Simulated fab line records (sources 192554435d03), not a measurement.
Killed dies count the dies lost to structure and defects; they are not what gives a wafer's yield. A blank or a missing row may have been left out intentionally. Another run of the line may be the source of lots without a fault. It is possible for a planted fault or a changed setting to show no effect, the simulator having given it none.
What tool caused it?	flow n5Finfet	24 lots with 72 wafers sampled at 3 steps, on a route of 1938 steps

WHAT THE GAUGES READ, wafer by wafer
N5_BEOL_M12_THK_MEAS_50: measures by xrf.
lot	measured	on	M12_THK (nm)
L075	day 11 13:40	filmMetro-02	324 324 315
L074	day 11 20:47	filmMetro-01	321 316 332
L078	day 12 07:43	filmMetro-02	319 313 316
L076	day 12 11:02	filmMetro-02	334 327 319
L079	day 12 14:17	filmMetro-02	326 330 318
L077	day 12 14:33	filmMetro-02	309 319 308
L081	day 12 17:35	filmMetro-01	318 320 318
L080	day 12 23:23	filmMetro-02	317 306 308
L082	day 13 13:17	filmMetro-02	310 319 318
L083	day 13 16:01	filmMetro-02	316 320 329
L085	day 13 16:19	filmMetro-02	322 334 321
L084	day 13 18:57	filmMetro-02	320 310 312
L087	day 14 10:26	filmMetro-01	318 317 317
L086	day 14 17:42	filmMetro-01	323 333 316
L088	day 15 03:31	filmMetro-01	334 331 321
L090	day 15 04:43	filmMetro-02	336 316 336
L093	day 15 15:48	filmMetro-02	313 331 330
L092	day 15 18:49	filmMetro-02	325 323 329
L094	day 15 23:22	filmMetro-02	318 317 320
L091	day 15 23:40	filmMetro-01	317 320 318
L089	day 16 00:13	filmMetro-01	321 321 313
L095	day 16 20:36	filmMetro-01	328 328 324
L096	day 16 21:00	filmMetro-01	313 316 318
L097	day 17 03:25	filmMetro-01	322 333 322

N5_BEOL_M13_INSPECT_12: inspects for defects (macro).
lot	measured	on	rawDefectCount
L075	day 11 14:22	defectInspect-01	1 2 2
L074	day 11 21:30	defectInspect-02	2 5 1
L078	day 12 08:25	defectInspect-01	1 4 2
L076	day 12 11:44	defectInspect-02	1 5 2
L079	day 12 15:06	defectInspect-02	1 2 2
L077	day 12 15:22	defectInspect-02	1 1 4
L081	day 12 18:17	defectInspect-02	4 2 0
L080	day 13 00:13	defectInspect-02	3 1 1
L082	day 13 13:59	defectInspect-01	3 1 1
L083	day 13 16:47	defectInspect-01	0 2 2
L085	day 13 17:01	defectInspect-01	2 2 2
L084	day 13 19:44	defectInspect-02	3 4 5
L087	day 14 11:07	defectInspect-01	3 1 1
L086	day 14 18:24	defectInspect-02	1 3 4
L088	day 15 04:15	defectInspect-02	1 4 5
L090	day 15 05:32	defectInspect-02	1 1 4
L093	day 15 16:37	defectInspect-02	0 3 0
L092	day 15 19:38	defectInspect-02	0 1 2
L094	day 16 00:04	defectInspect-01	0 6 6
L091	day 16 00:29	defectInspect-01	1 2 3
L089	day 16 00:55	defectInspect-02	1 1 1
L095	day 16 21:25	defectInspect-01	4 3 1
L096	day 16 21:50	defectInspect-01	1 1 1
L097	day 17 04:08	defectInspect-02	1 0 4

TOOL THAT RAN EACH LOT (tool first, then ch and the chambers of the sampled wafers, then the start)
lot	N5_BEOL_M12_SPUTTER_44
L075	pvdSputter-02, day 11 12:44
L074	pvdSputter-02, day 11 19:08
L078	pvdSputter-01, day 12 06:47
L076	pvdSputter-02, day 12 10:06
L079	pvdSputter-03, day 12 13:20
L077	pvdSputter-01, day 12 13:31
L081	pvdSputter-01, day 12 16:40
L080	pvdSputter-02, day 12 22:25
L082	pvdSputter-01, day 13 12:22
L083	pvdSputter-02, day 13 14:20
L085	pvdSputter-02, day 13 14:40
L084	pvdSputter-01, day 13 17:53
L087	pvdSputter-02, day 14 08:28
L086	pvdSputter-03, day 14 16:14
L088	pvdSputter-01, day 15 02:35
L090	pvdSputter-02, day 15 03:44
L093	pvdSputter-01, day 15 14:22
L092	pvdSputter-01, day 15 17:32
L094	pvdSputter-03, day 15 22:15
L091	pvdSputter-03, day 15 22:44
L089	pvdSputter-02, day 15 23:05
L095	pvdSputter-02, day 16 19:31
L096	pvdSputter-03, day 16 20:04
L097	pvdSputter-01, day 17 02:28
- N5_BEOL_M12_SPUTTER_44: material Ta, target thk 10 nm, time 16.13 s.

AS READ BY THE TOOLS THEMSELVES (means over the sampled wafers that have a number; for cases with no such wafer, the mark the record gives instead)
N5_BEOL_M12_SPUTTER_44.
lot	tool	throttleValvePct (%)
L075	pvdSputter-02	30.6
L074	pvdSputter-02	29.3
L078	pvdSputter-01	30.1
L076	pvdSputter-02	29.1
L079	pvdSputter-03	30.1
L077	pvdSputter-01	30.8
L081	pvdSputter-01	30.2
L080	pvdSputter-02	30.5
L082	pvdSputter-01	29.7
L083	pvdSputter-02	29.5
L085	pvdSputter-02	29.4
L084	pvdSputter-01	30.0
L087	pvdSputter-02	30.4
L086	pvdSputter-03	30.2
L088	pvdSputter-01	29.8
L090	pvdSputter-02	29.5
L093	pvdSputter-01	30.1
L092	pvdSputter-01	30.8
L094	pvdSputter-03	30.2
L091	pvdSputter-03	30.0
L089	pvdSputter-02	29.4
L095	pvdSputter-02	29.0
L096	pvdSputter-03	29.9
L097	pvdSputter-01	30.0

THE ANSWER, worked out from the rows above alone
Rule: the usual values come from the lots themselves. Put in order of their means at a reading, lots are off if they are a third of the lots or fewer, leave a main group of 4 or more, and stand apart from it by a gap of 3 or more times the standard deviation of the main group's means; of several such gaps the widest counts. The tables above print the reading to a certain number of digits; a main group whose means all agree to those digits is not used. Also off: a lot with no number at a reading for which 4 or more lots have one. Where the step has rows for the other lots, those lots are counted as sound. The gauges are gone through in route order, then the tools' own readings, and for those a lot's mean is taken as printed above. At the first step where some lot is off, the reading lying furthest off is the one used; lots without a number count as furthest.
None of the lots is off at any reading shown; this tells nothing.

WHAT HAD BEEN PUT IN BY THE SIMULATOR
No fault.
